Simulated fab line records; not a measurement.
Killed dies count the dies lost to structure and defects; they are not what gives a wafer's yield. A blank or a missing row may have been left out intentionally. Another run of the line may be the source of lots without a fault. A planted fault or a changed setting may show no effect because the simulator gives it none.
Check for tools in common	flow nand_harc	Lots sampled 14, wafers sampled 48

## REASON IT WAS OPENED
At NHARC_A_M0_CD_MEAS_09 the reading cd_nm is flagged on 2 of 14 lots. No-fault wafers: 79.9 nm, standard deviation 0.46.
Rule: flag the lot when none of its wafers has a number, or when each of its wafers that has one lies beyond 4 standard deviations from that mean. The other lots count as sound.

lot	measured	on	cd_nm (nm), wafer by wafer	flag
L300	day 22 20:19	cd_sem-02	79.3 79.5 79.8	
L301	day 23 01:20	cd_sem-03	80.4 80.0 80.1	
L302	day 23 04:09	cd_sem-02	80.2 80.0 80.2	
L305	day 24 07:50	cd_sem-02	80.7 81.1 80.8	
L304	day 24 10:53	cd_sem-03	79.4 79.9 80.0	
L313	day 28 03:48	cd_sem-03	89.3 89.2 89.6 89.2 89.5 89.2	FLAGGED
L315	day 28 13:35	cd_sem-03	87.6 87.5 87.1 87.6 87.7 87.0	FLAGGED
L314	day 28 17:07	cd_sem-02	79.2 79.8 80.6	
L316	day 29 13:19	cd_sem-02	79.9 80.0 80.4	
L317	day 30 05:07	cd_sem-03	80.1 80.0 79.6	
L319	day 30 06:37	cd_sem-03	79.6 79.6 79.5	
L318	day 30 08:43	cd_sem-01	80.7 80.3 79.5	
L323	day 32 06:58	cd_sem-02	80.4 80.2 79.5	
L322	day 33 07:50	cd_sem-03	80.1 80.0 79.6	
Average over the flagged lots: 88.4 nm; offset from the usual +8.5 nm, equal to +18 standard deviations.

## TOOL THAT RAN EACH LOT
The record keeps 1 process step preceding the reading, out of 1302 steps on the route. Each cell gives the tool, then ch followed by the chambers the sampled wafers passed through, then the start.
lot	flag	NHARC_A_M0_PEB_07
L300		litho_track-01 ch 0, day 22 20:13
L301		litho_track-01 ch 0, day 23 01:16
L302		litho_track-04 ch 0, day 23 04:04
L305		litho_track-06 ch 0, day 24 07:45
L304		litho_track-01 ch 0, day 24 10:49
L313	FLAGGED	litho_track-06 ch 0, day 28 03:43
L315	FLAGGED	litho_track-06 ch 0, day 28 13:30
L314		litho_track-01 ch 0, day 28 17:02
L316		litho_track-04 ch 0, day 29 13:14
L317		litho_track-01 ch 0, day 30 05:02
L319		litho_track-01 ch 0, day 30 06:32
L318		litho_track-01 ch 0, day 30 08:38
L323		litho_track-06 ch 0, day 32 06:53
L322		litho_track-06 ch 0, day 33 07:46
These steps, and what they do:
- NHARC_A_M0_PEB_07: peb time 65 s.
- NHARC_A_M0_CD_MEAS_09: target cd 80 nm.

## FLAGGED AGAINST TOTAL, ONE TOOL AT A TIME (gauges that did the reading follow at the end)
step	tool	lots run	flagged	share of the flagged lots	sound lots run after its first flagged lot
NHARC_A_M0_PEB_07	litho_track-01	7	0	none	-
NHARC_A_M0_PEB_07	litho_track-04	2	0	none	-
NHARC_A_M0_PEB_07	litho_track-06	5	2	all	2 (L323,L322)
NHARC_A_M0_CD_MEAS_09	cd_sem-01	1	0	none	-
NHARC_A_M0_CD_MEAS_09	cd_sem-02	6	0	none	-
NHARC_A_M0_CD_MEAS_09	cd_sem-03	7	2	all	3 (L317,L319,L322)

## WHAT THE TABLE PERMITS
Every flagged lot went through 2 rows of the table: litho_track-06 at NHARC_A_M0_PEB_07 and cd_sem-03 at NHARC_A_M0_CD_MEAS_09.
- litho_track-06 at NHARC_A_M0_PEB_07 ran 5 lots, 2 of them flagged. Sound lots followed the first flagged one (L323, L322) on it, something a lasting fault affecting the whole tool could not allow. Its own readings (heater_power_total_W, plate_temp_C) fall more than 4 standard deviations out on all wafers of the flagged lots.
- cd_sem-03 at NHARC_A_M0_CD_MEAS_09 ran 7 lots, 2 of them flagged. Sound lots followed the first flagged one (L317, L319, L322) on it, something a lasting fault affecting the whole tool could not allow.
There is no row in the table that ran each flagged lot and no sound lot after the first.

## WHAT HAD BEEN PUT IN BY THE SIMULATOR
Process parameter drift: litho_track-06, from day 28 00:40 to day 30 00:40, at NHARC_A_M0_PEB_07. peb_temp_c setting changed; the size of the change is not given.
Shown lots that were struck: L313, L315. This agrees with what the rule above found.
